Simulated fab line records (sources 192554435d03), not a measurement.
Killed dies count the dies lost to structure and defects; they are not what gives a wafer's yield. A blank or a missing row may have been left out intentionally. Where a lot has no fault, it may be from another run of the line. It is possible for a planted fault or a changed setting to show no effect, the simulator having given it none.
Split-lot study :: flow n5Finfet :: 7 lots, 21 wafers read, on a route of 1938 steps

## ABOUT THE SPLIT
At N5_BEOL_M2_TRENCH_ETCH_37 (etches SiOC in C4F6/O2, target depth 55.555 nm, time 29.2 s), the setting timeS was moved away from the recipe's 29.2 s on 6 of the 21 wafers read, by -16.5% to +20.7%. This setting was run at the recipe's value on the other wafers.

## FROM THE SPLIT TO THE READING: what the file shows between them, 8 steps
- N5_BEOL_M2_ETCH_41: etches SiCN in CH3F/O2, target depth 29.9 nm, time 52.5 s
- N5_BEOL_M2_STRIP_97: strips in N2/H2, time 10 s
- N5_BEOL_M2_OCD_MEAS_38
- N5_BEOL_M2_HM_STRIP_39: strips TiN in peroxide tin strip, target depth 25 nm, time 158 s
- N5_BEOL_M2_SRD_40: time 30 s
- N5_BEOL_M2_ECD_50: material Cu, target thk 300 nm
- N5_BEOL_M2_ANNEAL_51: time 90 s
- N5_BEOL_M2_CMP_52: polishes, stops on SiOC, t overpolish 6.8 s, target thk 40 nm

## THE READING
M2_THK, in nm, at N5_BEOL_M2_THK_MEAS_53 (measures by xrf). Fault-free wafers of this fab line usually give 40.6 nm, standard deviation 1.7 nm.

wafer: L075.1
tool, chamber at the split: rieDiel-04, 3
timeS as run, s: 29.2
against the recipe: recipe
M2_THK, nm: 40.8
against lot-mates on the recipe: -

wafer: L075.3
tool, chamber at the split: rieDiel-04, 0
timeS as run, s: 29.2
against the recipe: recipe
M2_THK, nm: 40.4
against lot-mates on the recipe: -

wafer: L075.5
tool, chamber at the split: rieDiel-04, 1
timeS as run, s: 24.39
against the recipe: -16.5%
M2_THK, nm: 31.2
against lot-mates on the recipe: -9.4

wafer: L074.2
tool, chamber at the split: rieDiel-06, 1
timeS as run, s: 33.54
against the recipe: +14.9%
M2_THK, nm: 50.8
against lot-mates on the recipe: +6.6

wafer: L074.5
tool, chamber at the split: rieDiel-06, 3
timeS as run, s: 29.2
against the recipe: recipe
M2_THK, nm: 44.2
against lot-mates on the recipe: -

wafer: L074.6
tool, chamber at the split: rieDiel-06, 2
timeS as run, s: 33.54
against the recipe: +14.9%
M2_THK, nm: 47.6
against lot-mates on the recipe: +3.4

wafer: L078.3
tool, chamber at the split: rieDiel-04, 3
timeS as run, s: 29.2
against the recipe: recipe
M2_THK, nm: 39.8
against lot-mates on the recipe: -

wafer: L078.5
tool, chamber at the split: rieDiel-04, 3
timeS as run, s: 29.2
against the recipe: recipe
M2_THK, nm: 39.2
against lot-mates on the recipe: -

wafer: L078.6
tool, chamber at the split: rieDiel-04, 0
timeS as run, s: 29.2
against the recipe: recipe
M2_THK, nm: 39.9
against lot-mates on the recipe: -

wafer: L080.2
tool, chamber at the split: rieDiel-04, 1
timeS as run, s: 29.2
against the recipe: recipe
M2_THK, nm: 37.6
against lot-mates on the recipe: -

wafer: L080.4
tool, chamber at the split: rieDiel-04, 3
timeS as run, s: 31.88
against the recipe: +9.2%
M2_THK, nm: 47.1
against lot-mates on the recipe: +9.5

wafer: L080.5
tool, chamber at the split: rieDiel-04, 3
timeS as run, s: 31.88
against the recipe: +9.2%
M2_THK, nm: 45.0
against lot-mates on the recipe: +7.4

wafer: L084.1
tool, chamber at the split: rieDiel-04, 1
timeS as run, s: 29.2
against the recipe: recipe
M2_THK, nm: 37.0
against lot-mates on the recipe: -

wafer: L084.2
tool, chamber at the split: rieDiel-04, 0
timeS as run, s: 29.2
against the recipe: recipe
M2_THK, nm: 39.6
against lot-mates on the recipe: -

wafer: L084.3
tool, chamber at the split: rieDiel-04, 3
timeS as run, s: 29.2
against the recipe: recipe
M2_THK, nm: 40.7
against lot-mates on the recipe: -

wafer: L086.1
tool, chamber at the split: rieDiel-06, 3
timeS as run, s: 29.2
against the recipe: recipe
M2_THK, nm: 41.1
against lot-mates on the recipe: -

wafer: L086.2
tool, chamber at the split: rieDiel-06, 2
timeS as run, s: 29.2
against the recipe: recipe
M2_THK, nm: 40.4
against lot-mates on the recipe: -

wafer: L086.4
tool, chamber at the split: rieDiel-06, 3
timeS as run, s: 35.25
against the recipe: +20.7%
M2_THK, nm: 52.0
against lot-mates on the recipe: +11.2

wafer: L092.1
tool, chamber at the split: rieDiel-05, 3
timeS as run, s: 29.2
against the recipe: recipe
M2_THK, nm: 41.7
against lot-mates on the recipe: -

wafer: L092.3
tool, chamber at the split: rieDiel-05, 0
timeS as run, s: 29.2
against the recipe: recipe
M2_THK, nm: 42.9
against lot-mates on the recipe: -

wafer: L092.4
tool, chamber at the split: rieDiel-05, 2
timeS as run, s: 29.2
against the recipe: recipe
M2_THK, nm: 40.0
against lot-mates on the recipe: -

FIT RESULTS
A straight line over all 21 wafers: M2_THK changes by +0.577 nm for each +1% of timeS; r = +0.94; the points scatter about the line by 1.7 nm.
The same after taking each lot's own level away (the mean of its wafers on the recipe; 21 wafers): +0.525 nm for each +1%; r = +0.92; scatter 1.8 nm.
Per that fit: largest timeS move, reading shift of 11 nm.
The span of the lots' own levels, 37.60 to 44.20 nm, comes to 3.9 times the standard deviation stated above.
The two slopes are in agreement: the lot-to-lot level therefore moves the slope only a little.
Check: for one of the wafers moved furthest among these (+20.7%), held out of the fit, the line's prediction against its lot-mates is +10.8 nm. It came out at +11.2 nm against them.

## THE WHOLE CHAIN: every reading that the file lists as answering this split, in the file's order
step: N5_BEOL_M2_TRENCH_ETCH_37
what it does: etches SiOC in C4F6/O2, target depth 55.555 nm, time 29.2 s
reading: etch.depthNm (the simulator's own value, which no gauge read)
change (the file's fit): +0.595 nm for each +1% of the setting
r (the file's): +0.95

step: N5_BEOL_M2_TRENCH_ETCH_37
what it does: etches SiOC in C4F6/O2, target depth 55.555 nm, time 29.2 s
reading: BEOL_M2.featureDepthNm (the simulator's own value, which no gauge read)
change (the file's fit): +0.598 nm for each +1% of the setting
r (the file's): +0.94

step: N5_BEOL_M2_OCD_MEAS_38
what it does: 
reading: trenchDepthNm
change (the file's fit): +0.597 nm for each +1% of the setting
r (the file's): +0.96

step: N5_BEOL_M2_CMP_52
what it does: polishes, stops on SiOC, t overpolish 6.8 s, target thk 40 nm
reading: Cu_of_BEOL_M2_ECD_50.thkNm (the simulator's own value, which no gauge read)
change (the file's fit): +0.532 nm for each +1% of the setting
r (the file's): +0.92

step: N5_BEOL_M2_THK_MEAS_53
what it does: measures by xrf
reading: M2_THK
change (the file's fit): +0.535 for each +1% of the setting
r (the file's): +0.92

## THE FILE'S OWN FIT
M2_THK changes by +0.535 nm for each +1% of timeS, r = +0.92.
